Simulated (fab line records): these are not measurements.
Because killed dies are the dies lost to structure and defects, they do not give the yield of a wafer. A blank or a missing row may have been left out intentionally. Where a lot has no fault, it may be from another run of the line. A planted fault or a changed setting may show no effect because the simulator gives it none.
Matching of chambers    flow n5 finfet    N5_STI_FIN_REVEAL_ETCHBACK_08 on rie diel-03 has 4 sister chambers
The step etches SiO2 in C4F6/O2, target depth 30.5 nm, time 10.167 s. 4 wafers are shown with their chamber, then 11 later ones without.

## WAFERS, EACH WITH ITS CHAMBER
wafer   chamber  drypump motor current A (A)
L084.2  0        5.5
L084.5  2        5.3
L085.5  3        4.8
L088.1  1        6.5

## WAFERS WHOSE CHAMBER IS MISSING
wafer   drypump motor current A (A)
L088.4  5.5
L088.6  6.4
L090.1  6.5
L090.5  4.8
L090.6  6.4
L091.2  5.5
L091.3  5.3
L091.4  4.9
L092.2  4.9
L092.4  5.5
L092.5  4.8

## WHICH CHAMBER EACH ONE RAN IN
wafer   from the rows above  in truth
L088.4  0                    0
L088.6  1                    1
L090.1  1                    1
L090.5  3                    3
L090.6  1                    1
L091.2  0                    0
L091.3  2                    2
L091.4  3                    3
L092.2  3                    3
L092.4  0                    0
L092.5  3                    3
11 of 11 placed correctly. Left unplaced by these rows: 0. Placed wrongly: 0.
How it was worked out, from the rows above alone: a wafer's distance from a chamber is the root of the sum, over the readings, of the square of ((its reading less the chamber's mean) divided by the reading's scatter). If the next closest chamber is less than 2 further off than the closest, the wafer can't be placed; otherwise it belongs to the closest. The mean given for a chamber averages the wafers shown for that chamber. The scatter (one wafer shown for each chamber): square how far every hidden wafer sits from the nearest shown wafer, average those squares and take the square root.
